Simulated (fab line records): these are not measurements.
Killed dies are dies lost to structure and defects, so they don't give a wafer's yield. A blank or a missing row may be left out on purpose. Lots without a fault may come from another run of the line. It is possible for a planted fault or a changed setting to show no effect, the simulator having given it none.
2 desks looking at one fault -- flow nandHarc -- each desk has only its own numbers; what lay behind them comes last

## FOR THE TOOL OWNER'S DESK: rieMetal-02
The tool's own readings at NHARC_A_WL_FILL_ETCHBACK_04 (etches the open film in NF3, target depth 60 nm, time 120 s): means of the sampled wafers that have a number, for each lot that ran on this tool. Any lot whose mean is over 4 standard deviations away from the usual mean is out of limits and marked OUT; that distance is given in the brackets.
Columns: A = drypumpMotorCurrentA at NHARC_A_WL_FILL_ETCHBACK_04, usual 5.9 A; B = heBacksideLeakSccm at NHARC_A_WL_FILL_ETCHBACK_04, usual 3.45 sccm; C = oesProductAu at NHARC_A_WL_FILL_ETCHBACK_04, usual 1.005 a.u.; D = runLengthS at NHARC_A_WL_FILL_ETCHBACK_04, usual 141.3 s
lot,first seen here,A,B,C,D
L770,day 21 03:23,5.6,3.92,0.998,141.7
L775,day 23 11:25,6.1,3.37,1.009,141.4
L781,day 26 14:16,6.0,3.33,1.008,129.7 (-29) OUT
L782,day 27 01:00,5.8,3.53,1.007,117.9 (-59) OUT
This desk's verdict: out of limits on L781, L782, starting with L781 at day 26 14:16 (runLengthS at NHARC_A_WL_FILL_ETCHBACK_04). L770, L775: within limits.

## THE DEFECT DESK
Per lot, the means of the sampled wafers with a number show what the inspections along the route counted. Any lot whose mean is over 4 standard deviations away from the usual mean is out of limits and marked OUT; that distance is given in the brackets.
Columns: A = rawDefectCount at NHARC_A_SLIT_INSPECT_11, usual 59
lot,first seen here,A
L770,day 20 10:55,72
L772,day 21 00:28,115
L771,day 21 01:16,66
L775,day 22 20:59,109
L774,day 22 21:32,29
L781,day 25 23:58,48
L782,day 26 10:02,59
L786,day 26 17:55,68
L788,day 27 20:33,28
L789,day 28 20:35,15
L790,day 29 08:00,80
L791,day 30 05:23,59
This desk found nothing out of limits on any of the 12 lots.

## PUT TOGETHER
At day 26 14:16, on L781, L782, the tool owner's desk was in a position to raise an alarm.
No out-of-limits result turned up at the defect desk.
The defect desk has L781, L782 on record, within its limits.
On rieMetal-02, each named lot ran NHARC_A_WL_FILL_ETCHBACK_04.

## WHAT WAS PUT IN BY THE SIMULATOR
rieMetal-02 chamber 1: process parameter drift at NHARC_A_WL_FILL_ETCHBACK_04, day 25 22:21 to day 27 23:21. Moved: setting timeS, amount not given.
Struck lots among those shown: L781, L782.
Hours from the fault's start to each desk's first reading out of limits: the tool owner's desk, 16.
